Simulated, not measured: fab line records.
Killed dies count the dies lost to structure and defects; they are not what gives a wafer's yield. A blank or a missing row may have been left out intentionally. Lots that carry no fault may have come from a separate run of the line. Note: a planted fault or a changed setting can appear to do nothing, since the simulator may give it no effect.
Chamber matching | flow n5-finfet | pecvd-04 running N5_BEOL_M4_PECVD_72: 3 sister chambers
The step deposits SiO2 from TEOS/O2, target thk 16 nm, time 18 s. 3 wafers are shown with their chamber, then 10 later ones without.

## WAFERS, EACH WITH ITS CHAMBER
wafer  | chamber | throttle-valve-pct (%)
L081.5 | 2       | 22.3
L083.6 | 1       | 21.5
L084.4 | 0       | 20.5

## WAFERS MISSING THEIR CHAMBER
wafer  | throttle-valve-pct (%)
L084.5 | 21.7
L085.2 | 20.6
L085.4 | 21.5
L085.6 | 20.4
L091.2 | 20.6
L091.4 | 20.4
L091.6 | 21.8
L095.2 | 20.6
L095.3 | 20.7
L095.4 | 20.6

## WHICH CHAMBER EACH WENT THROUGH
wafer  | from the rows above     | in truth
L084.5 | 1                       | 1
L085.2 | 0                       | 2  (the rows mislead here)
L085.4 | 1                       | 1
L085.6 | 0                       | 0
L091.2 | 0                       | 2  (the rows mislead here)
L091.4 | 0                       | 0
L091.6 | can't be placed: 1 or 2 | 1
L095.2 | 0                       | 0
L095.3 | 0                       | 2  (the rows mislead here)
L095.4 | 0                       | 0
Placed correctly: 6 of 10. From these rows, 1 cannot be placed; in 1 the true chamber is one of the candidates. Wrongly placed: 3.
How it was worked out, from the rows above alone: a wafer's distance from a chamber is the root of the sum, over the readings, of the square of ((its reading less the chamber's mean) divided by the reading's scatter). The wafer belongs to the nearest chamber; if the next one is less than 2 further off, it can't be placed. A chamber's mean is the mean of its shown wafers. The scatter: with one shown wafer a chamber, the root of the mean of the squares of how far each hidden wafer lies from its nearest shown one.
